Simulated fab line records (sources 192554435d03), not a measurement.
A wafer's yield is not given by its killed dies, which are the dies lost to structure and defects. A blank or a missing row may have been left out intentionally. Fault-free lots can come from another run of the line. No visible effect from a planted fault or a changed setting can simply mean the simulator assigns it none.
Chamber matching ; flow n5 finfet ; 4 sister chambers for N5_ILD0_CMP_03 on cmp-04
The step polishes, stops on SiNx, t overpolish 1.9 s, target thk 197.38 nm. 8 wafers are shown with their chamber, then 12 later ones without.

== EACH WAFER AND ITS CHAMBER ==
wafer;chamber;motor current A (A);time to endpoint s (s)
L080.1;0;14.4;63
L087.1;0;14.3;57
L087.5;3;11.7;64
L088.5;2;13.2;64
L088.6;3;12.0;64
L090.1;2;13.1;67
L090.3;1;12.6;65
L090.6;1;13.1;65

== WAFERS WITH NO CHAMBER GIVEN ==
wafer;motor current A (A);time to endpoint s (s)
L093.1;12.9;66
L093.3;11.5;68
L093.5;12.3;65
L094.3;12.0;70
L094.5;13.0;67
L094.6;14.3;68
L096.3;15.2;65
L096.4;12.3;70
L096.5;12.3;68
L097.1;12.4;66
L097.3;12.7;69
L097.4;14.9;62

== CHAMBER TAKEN BY EACH ==
wafer;from the rows above;in truth
L093.1;can't be placed: 1 or 2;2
L093.3;3;3
L093.5;can't be placed: 3 or 1 or 2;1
L094.3;can't be placed: 3 or 1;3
L094.5;can't be placed: 2 or 1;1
L094.6;0;0
L096.3;0;0
L096.4;can't be placed: 3 or 1 or 2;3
L096.5;can't be placed: 3 or 1 or 2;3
L097.1;can't be placed: 1 or 3 or 2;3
L097.3;can't be placed: 1 or 2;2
L097.4;0;0
Correctly placed: 4 of 12. Can't be placed from these rows: 8 (the true chamber is among the candidates in 8). Wrongly placed: 0.
How it was worked out, from the rows above alone: a wafer's distance from a chamber is the root of the sum, over the readings, of the square of ((its reading less the chamber's mean) divided by the reading's scatter). The wafer belongs to the nearest chamber; if the next one is less than 2 further off, it can't be placed. The mean given for a chamber averages the wafers shown for that chamber. The scatter is the square root of a quotient: the sum, over the shown wafers, of each reading's squared deviation from its chamber's mean, divided by wafers minus chambers.
